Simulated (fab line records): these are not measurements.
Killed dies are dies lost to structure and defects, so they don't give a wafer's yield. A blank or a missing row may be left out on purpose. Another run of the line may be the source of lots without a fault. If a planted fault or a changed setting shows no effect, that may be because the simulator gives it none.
Matching of chambers :: flow n5-finfet :: N5_HKMG_FIN_ALD_74 on ald-hk-02 has 4 sister chambers
The step deposits La2O3, target thk 0.5 nm, pulse time 6 s, co reactant pulse time 1 s. 14 wafers are shown with their chamber, then 7 later ones without.

== WAFERS PAIRED WITH THEIR CHAMBERS ==
wafer: L074.2
chamber: 3
heater-power-w (W): 334
precursor-pulse-height-rel: 1.033

wafer: L074.5
chamber: 3
heater-power-w (W): 343
precursor-pulse-height-rel: 1.014

wafer: L074.6
chamber: 0
heater-power-w (W): 304
precursor-pulse-height-rel: 0.999

wafer: L076.1
chamber: 0
heater-power-w (W): 309
precursor-pulse-height-rel: 1.001

wafer: L076.3
chamber: 3
heater-power-w (W): 332
precursor-pulse-height-rel: 0.983

wafer: L076.5
chamber: 2
heater-power-w (W): 291
precursor-pulse-height-rel: 0.986

wafer: L079.3
chamber: 2
heater-power-w (W): 286
precursor-pulse-height-rel: 1.029

wafer: L079.5
chamber: 3
heater-power-w (W): 338
precursor-pulse-height-rel: 0.991

wafer: L079.6
chamber: 2
heater-power-w (W): 286
precursor-pulse-height-rel: 0.949

wafer: L085.1
chamber: 3
heater-power-w (W): 340
precursor-pulse-height-rel: 1.002

wafer: L085.3
chamber: 0
heater-power-w (W): 306
precursor-pulse-height-rel: 1.015

wafer: L085.4
chamber: 2
heater-power-w (W): 291
precursor-pulse-height-rel: 0.999

wafer: L087.1
chamber: 3
heater-power-w (W): 353
precursor-pulse-height-rel: 0.977

wafer: L087.4
chamber: 1
heater-power-w (W): 293
precursor-pulse-height-rel: 0.997

SIGNATURES (means of the wafers above)
reading: heater-power-w
chamber 0: 306.33
chamber 1: 293.00
chamber 2: 288.50
chamber 3: 340.00
scatter within a chamber: 5.65

reading: precursor-pulse-height-rel
chamber 0: 1.00500
chamber 1: 0.99700
chamber 2: 0.99075
chamber 3: 1.00000
scatter within a chamber: 0.0237
Rule: a wafer's distance from a chamber is the root of the sum, over the readings, of the square of ((its reading less the chamber's mean) divided by the reading's scatter). If the next closest chamber is less than 2 further off than the closest, the wafer can't be placed; otherwise it belongs to the closest. How the scatter is found: for the shown wafers, subtract from each reading the mean of its chamber, square and add these, divide the total by (wafers less chambers), then take the root.

== WAFERS WHOSE CHAMBER IS MISSING ==
wafer: L087.5
heater-power-w (W): 307
precursor-pulse-height-rel: 1.008

wafer: L090.2
heater-power-w (W): 340
precursor-pulse-height-rel: 0.980

wafer: L090.4
heater-power-w (W): 306
precursor-pulse-height-rel: 1.015

wafer: L090.5
heater-power-w (W): 337
precursor-pulse-height-rel: 0.994

wafer: L093.1
heater-power-w (W): 301
precursor-pulse-height-rel: 1.028

wafer: L093.2
heater-power-w (W): 346
precursor-pulse-height-rel: 1.024

wafer: L093.6
heater-power-w (W): 305
precursor-pulse-height-rel: 1.019

== EACH ONE'S CHAMBER ==
wafer: L087.5
from the rows above: 0
in truth: 0

wafer: L090.2
from the rows above: 3
in truth: 3

wafer: L090.4
from the rows above: can't be placed: 0 or 1
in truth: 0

wafer: L090.5
from the rows above: 3
in truth: 3

wafer: L093.1
from the rows above: can't be placed: 0 or 1 or 2
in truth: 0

wafer: L093.2
from the rows above: 3
in truth: 3

wafer: L093.6
from the rows above: can't be placed: 0 or 1
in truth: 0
Correct placement for 4 of the 7. Can't be placed from these rows: 3 (the true chamber is among the candidates in 3). Number placed wrongly: 0.
